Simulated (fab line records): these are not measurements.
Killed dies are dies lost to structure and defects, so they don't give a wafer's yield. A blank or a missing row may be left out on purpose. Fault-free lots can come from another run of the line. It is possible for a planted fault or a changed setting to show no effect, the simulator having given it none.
Matching of chambers || flow nand_harc || rie_diel-10 running NHARC_A_CONTACT_ETCH_51: 4 sister chambers
The step etches the open film in O2/COS, target depth 7000 nm, time 1820 s. 8 wafers are shown with their chamber, then 8 later ones without.

== EACH WAFER AND ITS CHAMBER ==
{"wafer": "L661.3", "chamber": 0, "drypump_motor_current_A (A)": 6.17, "showerhead_plenum_p_Torr (Torr)": 3.19}
{"wafer": "L661.5", "chamber": 3, "drypump_motor_current_A (A)": 5.82, "showerhead_plenum_p_Torr (Torr)": 3.04}
{"wafer": "L674.5", "chamber": 3, "drypump_motor_current_A (A)": 5.84, "showerhead_plenum_p_Torr (Torr)": 3.04}
{"wafer": "L674.6", "chamber": 0, "drypump_motor_current_A (A)": 6.20, "showerhead_plenum_p_Torr (Torr)": 3.18}
{"wafer": "L677.3", "chamber": 1, "drypump_motor_current_A (A)": 5.72, "showerhead_plenum_p_Torr (Torr)": 3.05}
{"wafer": "L677.5", "chamber": 1, "drypump_motor_current_A (A)": 5.70, "showerhead_plenum_p_Torr (Torr)": 3.05}
{"wafer": "L677.6", "chamber": 2, "drypump_motor_current_A (A)": 6.27, "showerhead_plenum_p_Torr (Torr)": 3.07}
{"wafer": "L678.1", "chamber": 2, "drypump_motor_current_A (A)": 6.24, "showerhead_plenum_p_Torr (Torr)": 3.07}

== WAFERS MISSING THEIR CHAMBER ==
{"wafer": "L678.5", "drypump_motor_current_A (A)": 5.68, "showerhead_plenum_p_Torr (Torr)": 3.05}
{"wafer": "L678.6", "drypump_motor_current_A (A)": 6.16, "showerhead_plenum_p_Torr (Torr)": 3.18}
{"wafer": "L679.2", "drypump_motor_current_A (A)": 6.27, "showerhead_plenum_p_Torr (Torr)": 3.07}
{"wafer": "L679.4", "drypump_motor_current_A (A)": 6.18, "showerhead_plenum_p_Torr (Torr)": 3.17}
{"wafer": "L679.6", "drypump_motor_current_A (A)": 6.27, "showerhead_plenum_p_Torr (Torr)": 3.07}
{"wafer": "L680.3", "drypump_motor_current_A (A)": 6.15, "showerhead_plenum_p_Torr (Torr)": 3.17}
{"wafer": "L680.5", "drypump_motor_current_A (A)": 5.67, "showerhead_plenum_p_Torr (Torr)": 3.05}
{"wafer": "L680.6", "drypump_motor_current_A (A)": 6.17, "showerhead_plenum_p_Torr (Torr)": 3.17}

== CHAMBER TAKEN BY EACH ==
{"wafer": "L678.5", "from the rows above": 1, "in truth": 1}
{"wafer": "L678.6", "from the rows above": 0, "in truth": 0}
{"wafer": "L679.2", "from the rows above": 2, "in truth": 2}
{"wafer": "L679.4", "from the rows above": 0, "in truth": 0}
{"wafer": "L679.6", "from the rows above": 2, "in truth": 2}
{"wafer": "L680.3", "from the rows above": 0, "in truth": 0}
{"wafer": "L680.5", "from the rows above": 1, "in truth": 1}
{"wafer": "L680.6", "from the rows above": 0, "in truth": 0}
Correct placement for 8 of the 8. From these rows, 0 cannot be placed. Wrongly placed: 0.
How it was worked out, from the rows above alone: a wafer's distance from a chamber is the root of the sum, over the readings, of the square of ((its reading less the chamber's mean) divided by the reading's scatter). If the next closest chamber is less than 2 further off than the closest, the wafer can't be placed; otherwise it belongs to the closest. The mean given for a chamber averages the wafers shown for that chamber. The scatter: take each reading less its chamber's mean, square it, sum over the shown wafers, divide by the number of wafers less the number of chambers, and take the root.
